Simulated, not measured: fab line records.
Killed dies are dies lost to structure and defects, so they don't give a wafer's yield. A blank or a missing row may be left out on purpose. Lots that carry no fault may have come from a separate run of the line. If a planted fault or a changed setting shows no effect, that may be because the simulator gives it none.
A struck lot beside a sound one    flow nand-harc    42 out of 1302 route steps
Sound: the wafers L349.2, L349.4, L349.6. Struck: wafer L351.1 (L351.2, L351.3, from the same lot, were not struck and are left out); the cause is given at the end.
For every step that has rows: the tool of each side, followed by ch and its chambers, followed by its first start. Under that, the readings that differ: sound wafers    struck wafers    difference of the means    sigmas: that difference in standard deviations of wafers without a fault.
alike: words and numbers the same on both sides, and readings whose means are apart by under 2 such deviations; not compared: readings that were withheld, readings missing a value for some wafer, numbers with overlapping values and no deviation given by the record, and bounds like >300 which may hide the same value.
The two part at a step that has a row with sigmas, a row that says differs or no value, or rows on one side only. Numbers that have no deviation but don't overlap get no sigmas and don't part them. Lack of a reading on every wafer of one side parts them only where that side has two or more wafers.

NHARC_A_BLC_OVL_MEAS_11:
  struck on overlay-01, day 26 04:15; sound on overlay-02, day 24 04:31
  alike: overlay-x-nm, overlay-y-nm
NHARC_A_BLC_INSPECT_12:
  struck on defect-inspect-01, day 26 04:17; sound on defect-inspect-01, day 24 04:34
  alike: raw-defect-count
then, 3 steps without rows for these wafers: NHARC_A_BLC_DESCUM_15 (chemistry O2, time 3 s); NHARC_A_BLC_ETCH_16 (etches the open film in CF4, target depth 39 nm, time 65 s); NHARC_A_BLC_ETCH_17 (etches the open film in N2/H2, target depth 390 nm, time 609.38 s).
NHARC_A_BLC_ETCH_18: etches the open film in C4F8/O2/Ar, target depth 910 nm.
  sound: rie-diel-06 ch 0,3; struck: rie-diel-08 ch 2
reading                sound              struck  difference  sigmas
oes-product-au (a.u.)  0.990 0.980 0.985  0.932   -0.053      -2
  alike: rf-vpp-V
  not compared: rf-hours-counter-h
NHARC_A_BLC_CD_MEAS_19:
  struck on cd-sem-03, day 26 05:19; sound on cd-sem-01, day 24 05:36
  alike: cd-nm
then, 5 steps without rows for these wafers: NHARC_A_BLC_STRIP_29 (strips in CF4); NHARC_A_BLC_STRIP_21 (strips in O2); NHARC_A_BLC_STRIP_22 (strips in post etch residue remover, time 600 s); NHARC_A_BLC_DEGAS_30 (time 60 s); NHARC_A_BLC_PRE_CLEAN_31 (time 15 s).
NHARC_A_BLC_PVD_32: deposits Ti, target thk 5 nm, time 17.7 s.
  struck on pvd-sputter-03, day 26 06:02; sound on pvd-sputter-02, day 24 06:20
  alike: throttle-valve-pct
then, 2 steps without rows for these wafers: NHARC_A_BLC_ALD_23 (deposits TiN, target thk 3 nm, pulse time 1 s, ald cycles 150); NHARC_A_BLC_CVD_24 (deposits W, target thk 150 nm, time 434 s).
NHARC_A_BLC_CMP_25: polishes, t overpolish 30 s, target thk 150 nm.
  sound on cmp-03 ch 1,2,3, day 24 07:13; struck on cmp-04 ch 0, day 26 06:56
  alike: motor-current-A, overpolish-run-s, time-to-endpoint-s
next, for these wafers, 1 step has no rows: NHARC_A_BLC_SRD_27.
NHARC_A_BLC_INSPECT_28:
  struck on defect-inspect-02, day 26 07:21; sound on defect-inspect-01, day 24 07:34
  alike: raw-defect-count
then, 10 steps without rows for these wafers: NHARC_A_M0_DEP_00 (deposits SiOC, target thk 150 nm); NHARC_A_M0_DEHYDRATE_01 (time 120 s); NHARC_A_M0_HMDS_02 (time 30 s); NHARC_A_M0_COAT_33 (time 65 s); NHARC_A_M0_COAT_03 (resist thk 90 nm); NHARC_A_M0_SOFTBAKE_04 (time 55 s); NHARC_A_M0_EBR_05; NHARC_A_M0_EXPOSE_06 (exposes mask A M0, target cd 80 nm); NHARC_A_M0_PEB_07 (peb time 65 s); NHARC_A_M0_DEVELOP_08 (develop time 35 s).
NHARC_A_M0_CD_MEAS_09: target cd 80 nm.
  the record has rows for the sound wafers here (cd-sem-03 ch 0, day 24 08:28) and none for the struck ones
NHARC_A_M0_OVL_MEAS_10: pitch 160 nm.
  the record has rows for the sound wafers here (overlay-02, day 24 08:34) and none for the struck ones
NHARC_A_M0_INSPECT_11:
  the record has rows for the sound wafers here (defect-inspect-02, day 24 08:36) and none for the struck ones
NHARC_A_M0_DESCUM_14: chemistry O2, time 3 s.
  the record has rows for the sound wafers here (rie-diel-10 ch 0,1, day 24 08:40) and none for the struck ones
then, 2 steps without rows for these wafers: NHARC_A_M0_ETCH_34 (etches the open film in N2/H2, target depth 40 nm, overetch 12 nm, time 43.94 s); NHARC_A_M0_ETCH_15 (etches the open film in C4F8/Ar, target depth 150 nm, overetch 15 nm, time 82.5 s).
NHARC_A_M0_CD_MEAS_16:
  the record has rows for the sound wafers here (cd-sem-01, day 24 08:58) and none for the struck ones
then, 2 steps without rows for these wafers: NHARC_A_M0_STRIP_18 (strips in N2/H2); NHARC_A_M0_STRIP_19 (strips in post etch residue remover, time 600 s).
NHARC_A_M0_DEGAS_28: time 60 s.
  the record has rows for the sound wafers here (pvd-sputter-01, day 24 09:34) and none for the struck ones
then, 2 steps without rows for these wafers: NHARC_A_M0_PRE_CLEAN_29 (time 30 s); NHARC_A_M0_PVD_20 (deposits TaN, target thk 5 nm, time 8.06 s).
NHARC_A_M0_PVD_21: deposits Cu, target thk 30 nm, time 20.49 s.
  the record has rows for the sound wafers here (pvd-sputter-01) and none for the struck ones
NHARC_END_SORT_01:
  only the struck wafers appear in the record here, on prober-02 ch 0 at day 27 23:29; the sound ones have no rows

## WHERE THEY PART
Last at NHARC_END_SORT_01 as far as this record goes, first at NHARC_A_BLC_ETCH_18.

WHY: whatever the simulator had introduced
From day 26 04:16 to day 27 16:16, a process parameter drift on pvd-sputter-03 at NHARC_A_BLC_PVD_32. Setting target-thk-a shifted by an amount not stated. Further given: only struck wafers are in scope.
